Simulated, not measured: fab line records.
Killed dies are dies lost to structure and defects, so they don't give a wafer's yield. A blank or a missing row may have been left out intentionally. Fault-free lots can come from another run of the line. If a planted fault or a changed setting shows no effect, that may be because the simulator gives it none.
Split-lot study | flow n5-finfet | 7 lots, 21 wafers read, on a route of 1938 steps

ABOUT THE SPLIT
At N5_BEOL_M0_SAQP_DESCUM_19 (chemistry O2, time 7.9 s), the setting time-s was moved away from the recipe's 7.9 s on 6 of the 21 wafers read, by -19.0% to +6.1%. For the rest of the wafers, this setting stayed at what the recipe calls for.

No step appears in the file between the split and the reading.

THE READING
CAR-ArF_of_BEOL_M0_SAQP_COAT_08.thk-nm (the simulator's own value, which no gauge read), in nm, at N5_BEOL_M0_SAQP_ETCH_83 (etches SiARC in CF4, target depth 39 nm, time 65 s). The file does not state a usual value for it. The 15 wafers here that ran the recipe average 55.4 nm, standard deviation 0.31 nm.

wafer  | tool, chamber at the split | time-s as run, s | against the recipe | CAR-ArF_of_BEOL_M0_SAQP_COAT_08.thk-nm, nm | against lot-mates on the recipe
L077.1 | rie-diel-06, 2,3           | 6.402            | -19.0%             | 56.6                                       | +1.4
L077.2 | rie-diel-06, 2,3           | 6.402            | -19.0%             | 56.4                                       | +1.2
L077.5 | rie-diel-06, 1             | 7.9              | recipe             | 55.2                                       | -
L078.1 | rie-diel-03, 0             | 7.9              | recipe             | 55.4                                       | -
L078.5 | rie-diel-03, 2             | 7.9              | recipe             | 55.2                                       | -
L078.6 | rie-diel-03, 3             | 7.9              | recipe             | 55                                         | -
L081.3 | rie-diel-06, 1             | 7.9              | recipe             | 55.8                                       | -
L081.4 | rie-diel-06, 0             | 7.9              | recipe             | 56                                         | -
L081.5 | rie-diel-06, 1             | 7.9              | recipe             | 55.6                                       | -
L083.1 | rie-diel-03, 3             | 7.9              | recipe             | 55.4                                       | -
L083.3 | rie-diel-03, 2             | 7.9              | recipe             | 55.2                                       | -
L083.4 | rie-diel-03, 2             | 6.895            | -12.7%             | 56.2                                       | +0.9
L087.2 | rie-diel-03, 0             | 7.9              | recipe             | 55.6                                       | -
L087.3 | rie-diel-03, 3,1           | 7.9              | recipe             | 55.2                                       | -
L087.4 | rie-diel-03, 3,1           | 7.9              | recipe             | 55.2                                       | -
L091.3 | rie-diel-06, 3             | 8.382            | +6.1%              | 55.4                                       | -0.4
L091.4 | rie-diel-06, 2             | 8.382            | +6.1%              | 55.2                                       | -0.6
L091.6 | rie-diel-06, 3             | 7.9              | recipe             | 55.8                                       | -
L096.2 | rie-diel-03, 3             | 7.9              | recipe             | 55                                         | -
L096.3 | rie-diel-03, 1             | 7.9              | recipe             | 55                                         | -
L096.5 | rie-diel-03, 0             | 6.863            | -13.1%             | 55.8                                       | +0.8
The file does not say which wafer passed through which chamber wherever a row lists several chambers: such a row stands for several wafers.

THE FIT
A straight line over all 21 wafers: CAR-ArF_of_BEOL_M0_SAQP_COAT_08.thk-nm changes by -0.0514 nm for each +1% of time-s; r = -0.78; the points scatter about the line by 0.3 nm.
The same after taking each lot's own level away (the mean of its wafers on the recipe; 21 wafers): -0.0692 nm for each +1%; r = -0.97; scatter 0.14 nm.
That fit puts the effect of the largest move of time-s on the reading at 1.3 nm.
Measured against the standard deviation above, the lots' own levels, which go from 55.00 to 55.80 nm, span 2.6 times it.
So the lot-to-lot level blurs the effect unless lot-mates are compared.
Check: for one of the wafers moved furthest among these (-19.0%), held out of the fit, the line's prediction against its lot-mates is +1.25 nm. It came out at +1.4 nm against them.

OTHER SPLITS APPLIED TO THESE WAFERS
Note: prior to the reading, these wafers also went through further splits. Each is held against what the fit with the lots' levels taken away leaves over:
other split on the same wafers        | wafers away from the commonest value | r with CAR-ArF_of_BEOL_M0_SAQP_COAT_08.thk-nm (lot level and that fit taken away)
N5_SD_ACTIVATION_LSA_01 temp-c        | 5                                    | -0.16
N5_SDB_ALD_29 ald-cycles              | 8                                    | -0.07
N5_MOL_CONTACT_COAG_COAT_58 spin-rpm  | 7                                    | +0.04
N5_MOL_CONTACT_COAG_EXPOSE_37 dose-mj | 7                                    | -0.15

THE WHOLE CHAIN: every reading that the file lists as answering this split, in the file's order
step                      | what it does                                       | reading                                                                                 | change (the file's fit)                | r (the file's)
N5_BEOL_M0_SAQP_DESCUM_19 | chemistry O2, time 7.9 s                           | CAR-ArF_of_BEOL_M0_SAQP_COAT_08.thk-nm (the simulator's own value, which no gauge read) | -0.0722 nm for each +1% of the setting | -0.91
N5_BEOL_M0_SAQP_ETCH_83   | etches SiARC in CF4, target depth 39 nm, time 65 s | CAR-ArF_of_BEOL_M0_SAQP_COAT_08.thk-nm (the simulator's own value, which no gauge read) | -0.0679 nm for each +1% of the setting | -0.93

FILE'S OWN FIT
CAR-ArF_of_BEOL_M0_SAQP_COAT_08.thk-nm changes by -0.0679 nm for each +1% of time-s, r = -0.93.
